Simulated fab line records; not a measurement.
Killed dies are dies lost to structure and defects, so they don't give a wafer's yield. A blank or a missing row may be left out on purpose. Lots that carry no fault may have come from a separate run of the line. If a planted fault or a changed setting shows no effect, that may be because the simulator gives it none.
Which tool was responsible?    flow n5-finfet    at 1 step of a route of 1938, 12 lots with 36 wafers sampled

## WHAT THE GAUGES SHOWED, per wafer
N5_BEOL_M14_THK_MEAS_01.
lot   measured      on             M14_ILD_THK (nm)
L076  day 12 05:39  film-metro-01  1108 1136 1130
L078  day 13 02:14  film-metro-01  1090 1100 1112
L079  day 13 23:41  film-metro-02  1103 1095 1108
L081  day 14 07:52  film-metro-01  1097 1085 1094
L083  day 15 16:44  film-metro-02  1097 1113 1108
L085  day 16 10:32  film-metro-01  1128 1151 1125
L086  day 16 19:34  film-metro-02  1114 1129 1133
L089  day 17 03:22  film-metro-02  1110 1095 1118
L090  day 17 07:59  film-metro-01  1120 1140 1134
L094  day 17 17:43  film-metro-02  1104 1097 1112
L096  day 18 11:06  film-metro-01  1103 1081 1118
L097  day 19 11:24  film-metro-01  1127 1126 1149

## WHICH TOOL RAN EACH LOT (tool, then ch and the chambers of the sampled wafers, then the start)
Before these readings, the record contains no process step.

## THE ANSWER, worked out from the rows above alone
Rule: the lots themselves supply what counts as usual. The widest of any qualifying gaps counts: lots, ordered by their means at a reading, are off when they make up no more than a third of the lots, leave a main group of 4 or more, and stand apart from it by 3 or more times the standard deviation of that group's means. Not used: any main group whose means are identical at the precision the tables above print for the reading. A lot without any number at a reading at which 4 lots or more have one is off too. Any other lot the step has rows for is counted as sound.
None of the lots is off at any reading shown; this tells nothing.

## WHAT HAD BEEN PUT IN BY THE SIMULATOR
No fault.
